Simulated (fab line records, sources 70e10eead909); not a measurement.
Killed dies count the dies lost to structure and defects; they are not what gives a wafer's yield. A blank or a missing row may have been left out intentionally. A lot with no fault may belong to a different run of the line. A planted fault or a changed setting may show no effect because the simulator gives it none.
Matching of chambers :: flow nand_harc :: NHARC_A_M0_STRIP_18 on rie_diel-01: 4 sister chambers
The step strips in N2/H2. 20 wafers are shown with their chamber, then 10 later ones without.

## WAFERS PAIRED WITH THEIR CHAMBERS
wafer: L079.4
chamber: 3
drypump_motor_current_A (A): 5.7
oes_product_au (a.u.): 0.997
power_w (W): 999.8

wafer: L079.5
chamber: 3
drypump_motor_current_A (A): 5.7
oes_product_au (a.u.): 0.999
power_w (W): 998.5

wafer: L079.6
chamber: 0
drypump_motor_current_A (A): 5.7
oes_product_au (a.u.): 1.013
power_w (W): 992.8

wafer: L082.2
chamber: 0
drypump_motor_current_A (A): 5.7
oes_product_au (a.u.): 1.022
power_w (W): 1000.4

wafer: L082.3
chamber: 1
drypump_motor_current_A (A): 5.3
oes_product_au (a.u.): 1.001
power_w (W): 1000.9

wafer: L082.5
chamber: 0
drypump_motor_current_A (A): 5.7
oes_product_au (a.u.): 1.027
power_w (W): 1005.1

wafer: L085.1
chamber: 1
drypump_motor_current_A (A): 5.3
oes_product_au (a.u.): 1.002
power_w (W): 998.7

wafer: L085.2
chamber: 0
drypump_motor_current_A (A): 5.7
oes_product_au (a.u.): 1.014
power_w (W): 998.6

wafer: L085.6
chamber: 1
drypump_motor_current_A (A): 5.3
oes_product_au (a.u.): 1.011
power_w (W): 1000.6

wafer: L088.1
chamber: 1
drypump_motor_current_A (A): 5.3
oes_product_au (a.u.): 1.006
power_w (W): 995.1

wafer: L088.2
chamber: 3
drypump_motor_current_A (A): 5.7
oes_product_au (a.u.): 1.005
power_w (W): 993.1

wafer: L088.4
chamber: 0
drypump_motor_current_A (A): 5.7
oes_product_au (a.u.): 1.017
power_w (W): 999.2

wafer: L087.3
chamber: 2
drypump_motor_current_A (A): 6.0
oes_product_au (a.u.): 0.979
power_w (W): 998.0

wafer: L087.4
chamber: 2
drypump_motor_current_A (A): 6.0
oes_product_au (a.u.): 0.987
power_w (W): 1000.1

wafer: L087.5
chamber: 0
drypump_motor_current_A (A): 5.7
oes_product_au (a.u.): 1.014
power_w (W): 1003.0

wafer: L091.1
chamber: 2
drypump_motor_current_A (A): 6.0
oes_product_au (a.u.): 1.006
power_w (W): 1000.8

wafer: L091.2
chamber: 0
drypump_motor_current_A (A): 5.7
oes_product_au (a.u.): 1.017
power_w (W): 1002.1

wafer: L091.6
chamber: 0
drypump_motor_current_A (A): 5.7
oes_product_au (a.u.): 1.015
power_w (W): 998.5

wafer: L092.1
chamber: 2
drypump_motor_current_A (A): 6.0
oes_product_au (a.u.): 1.001
power_w (W): 998.5

wafer: L092.3
chamber: 1
drypump_motor_current_A (A): 5.4
oes_product_au (a.u.): 0.991
power_w (W): 999.3

SIGNATURES (averages over the wafers above)
reading: drypump_motor_current_A
chamber 0: 5.700
chamber 1: 5.320
chamber 2: 6.000
chamber 3: 5.700
scatter within a chamber: 0.0224

reading: oes_product_au
chamber 0: 1.01737
chamber 1: 1.00220
chamber 2: 0.99325
chamber 3: 1.00033
scatter within a chamber: 0.00742

reading: power_w
chamber 0: 999.962
chamber 1: 998.920
chamber 2: 999.350
chamber 3: 997.133
scatter within a chamber: 3.04
Rule: a wafer's distance from a chamber is the root of the sum, over the readings, of the square of ((its reading less the chamber's mean) divided by the reading's scatter). The wafer belongs to the nearest chamber; if the next one is less than 2 further off, it can't be placed. The scatter: the root of (the sum of the squares of (reading less its chamber's mean) over the shown wafers, divided by (wafers less chambers)).

## WAFERS WITHOUT THEIR CHAMBER
wafer: L092.5
drypump_motor_current_A (A): 6.0
oes_product_au (a.u.): 0.999
power_w (W): 998.3

wafer: L094.2
drypump_motor_current_A (A): 5.7
oes_product_au (a.u.): 1.016
power_w (W): 998.7

wafer: L094.3
drypump_motor_current_A (A): 5.3
oes_product_au (a.u.): 0.988
power_w (W): 996.6

wafer: L094.4
drypump_motor_current_A (A): 5.7
oes_product_au (a.u.): 1.006
power_w (W): 1000.4

wafer: L095.2
drypump_motor_current_A (A): 5.7
oes_product_au (a.u.): 1.009
power_w (W): 1003.5

wafer: L095.4
drypump_motor_current_A (A): 5.4
oes_product_au (a.u.): 0.991
power_w (W): 1006.2

wafer: L095.5
drypump_motor_current_A (A): 5.7
oes_product_au (a.u.): 0.992
power_w (W): 998.3

wafer: L097.3
drypump_motor_current_A (A): 5.7
oes_product_au (a.u.): 1.023
power_w (W): 1005.2

wafer: L097.4
drypump_motor_current_A (A): 5.3
oes_product_au (a.u.): 0.997
power_w (W): 998.5

wafer: L097.6
drypump_motor_current_A (A): 6.0
oes_product_au (a.u.): 0.997
power_w (W): 1002.1

## CHAMBER TAKEN BY EACH
wafer: L092.5
from the rows above: 2
in truth: 2

wafer: L094.2
from the rows above: can't be placed: 0 or 3
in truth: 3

wafer: L094.3
from the rows above: 1
in truth: 1

wafer: L094.4
from the rows above: can't be placed: 3 or 0
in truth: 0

wafer: L095.2
from the rows above: can't be placed: 0 or 3
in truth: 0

wafer: L095.4
from the rows above: 1
in truth: 1

wafer: L095.5
from the rows above: 3
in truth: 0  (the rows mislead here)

wafer: L097.3
from the rows above: 0
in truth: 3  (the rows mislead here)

wafer: L097.4
from the rows above: 1
in truth: 1

wafer: L097.6
from the rows above: 2
in truth: 2
Placed correctly: 5 of 10. Not placeable from these rows: 3 (in 3, the candidates include the true chamber). 2 placed wrongly.
